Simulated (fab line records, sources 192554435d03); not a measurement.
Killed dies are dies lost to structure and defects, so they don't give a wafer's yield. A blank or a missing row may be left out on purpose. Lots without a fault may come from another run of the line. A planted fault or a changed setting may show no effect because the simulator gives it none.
Which tool did it? | flow n5_finfet | 10 lots, 28 wafers sampled, at 5 steps of a route of 1938

WHAT THE GAUGES READ, wafer by wafer
N5_BEOL_M4_INSPECT_30: inspects for defects (brightfield).
lot  | measured     | on                | raw_defect_count
L718 | day 7 11:11  | defect_inspect-01 | 421 369 411
L721 | day 8 04:32  | defect_inspect-01 | 509 575 635
L720 | day 8 04:53  | defect_inspect-02 | 338 442 517
L723 | day 9 02:58  | defect_inspect-01 | 410 427 471
L724 | day 9 16:52  | defect_inspect-02 | 282 345
L727 | day 10 07:39 | defect_inspect-01 | 350 400 464
L731 | day 10 21:45 | defect_inspect-02 | 554 461
L737 | day 12 11:53 | defect_inspect-02 | 1395 1424 1389
L738 | day 12 17:22 | defect_inspect-01 | 1402 1460 1425
L740 | day 13 08:19 | defect_inspect-01 | 251 512 313

WHICH TOOL RAN EACH LOT (tool, then ch and the chambers of the sampled wafers, then the start)
lot  | N5_BEOL_M3_SPUTTER_96        | N5_BEOL_M3_ANNEAL_51             | N5_BEOL_M3_PRE_CLEAN_60          | N5_BEOL_M4_STRIP_66
L718 | pvd_sputter-02, day 7 08:28  | rtp_anneal-01 ch 0, day 7 08:43  | cvd_co-02 ch 0,1, day 7 09:17    | rie_diel-03 ch 0,1,3, day 7 10:34
L721 | pvd_sputter-01, day 8 00:55  | rtp_anneal-02 ch 0, day 8 01:10  | cvd_co-02 ch 0,2, day 8 01:44    | rie_diel-04 ch 0,1,2, day 8 03:46
L720 | pvd_sputter-03, day 8 01:09  | rtp_anneal-01 ch 0, day 8 01:23  | cvd_co-01 ch 0,1, day 8 01:58    | rie_diel-03 ch 1,3, day 8 04:06
L723 | pvd_sputter-02, day 8 22:56  | rtp_anneal-01 ch 0, day 8 23:11  | cvd_co-02 ch 0,1,2, day 8 23:46  | rie_diel-04 ch 1,2, day 9 02:11
L724 | pvd_sputter-02, day 9 12:41  | rtp_anneal-02 ch 0, day 9 13:07  | cvd_co-01 ch 0,1, day 9 13:35    | rie_diel-03 ch 0,3, day 9 16:14
L727 | pvd_sputter-01, day 10 03:03 | rtp_anneal-02 ch 0, day 10 03:15 | cvd_co-01 ch 1,2, day 10 03:53   | rie_diel-03 ch 1,2,3, day 10 06:56
L731 | pvd_sputter-01, day 10 17:46 | rtp_anneal-01 ch 0, day 10 17:58 | cvd_co-01 ch 1,2, day 10 18:36   | rie_diel-03 ch 1,2, day 10 20:53
L737 | pvd_sputter-01, day 12 08:49 | rtp_anneal-02 ch 0, day 12 09:01 | cvd_co-02 ch 1,2, day 12 09:38   | rie_diel-04 ch 0,2,3, day 12 11:08
L738 | pvd_sputter-02, day 12 13:26 | rtp_anneal-02 ch 0, day 12 13:43 | cvd_co-02 ch 0,1,2, day 12 14:16 | rie_diel-04 ch 2,3, day 12 16:42
L740 | pvd_sputter-01, day 13 03:31 | rtp_anneal-01 ch 0, day 13 03:43 | cvd_co-01 ch 1,2, day 13 04:20   | rie_diel-02 ch 0,2, day 13 07:26
- N5_BEOL_M3_SPUTTER_96: material Cu, target thk 4.5 nm, time 8.29 s.
- N5_BEOL_M3_ANNEAL_51: time 90 s.
- N5_BEOL_M3_PRE_CLEAN_60: time 15 s.
- N5_BEOL_M4_STRIP_66: strips in CF4.

THE ANSWER, worked out from the rows above alone
Rule: what is usual is taken from the lots themselves. Put in order of their means at a reading, lots are off if they are a third of the lots or fewer, leave a main group of 4 or more, and stand apart from it by a gap of 3 or more times the standard deviation of the main group's means; of several such gaps the widest counts. A main group whose means are all the same, to the digits that the tables above print for the reading, isn't used. A lot without any number at a reading at which 4 lots or more have one is off too. The other lots that the step has rows for count as sound.
Off: L737, L738, at N5_BEOL_M4_INSPECT_30 (raw_defect_count). The main group: mean 428, standard deviation 76.
A tool fits if, at a process step before that reading, it ran every lot that is off, and no sound lot after the first of them. The gauges at N5_BEOL_M4_INSPECT_30 are tried like those tools. Can't be told from this: 3 tools fit, rtp_anneal-02 at N5_BEOL_M3_ANNEAL_51, cvd_co-02 at N5_BEOL_M3_PRE_CLEAN_60, rie_diel-04 at N5_BEOL_M4_STRIP_66.

WHAT THE SIMULATOR HAD PUT IN
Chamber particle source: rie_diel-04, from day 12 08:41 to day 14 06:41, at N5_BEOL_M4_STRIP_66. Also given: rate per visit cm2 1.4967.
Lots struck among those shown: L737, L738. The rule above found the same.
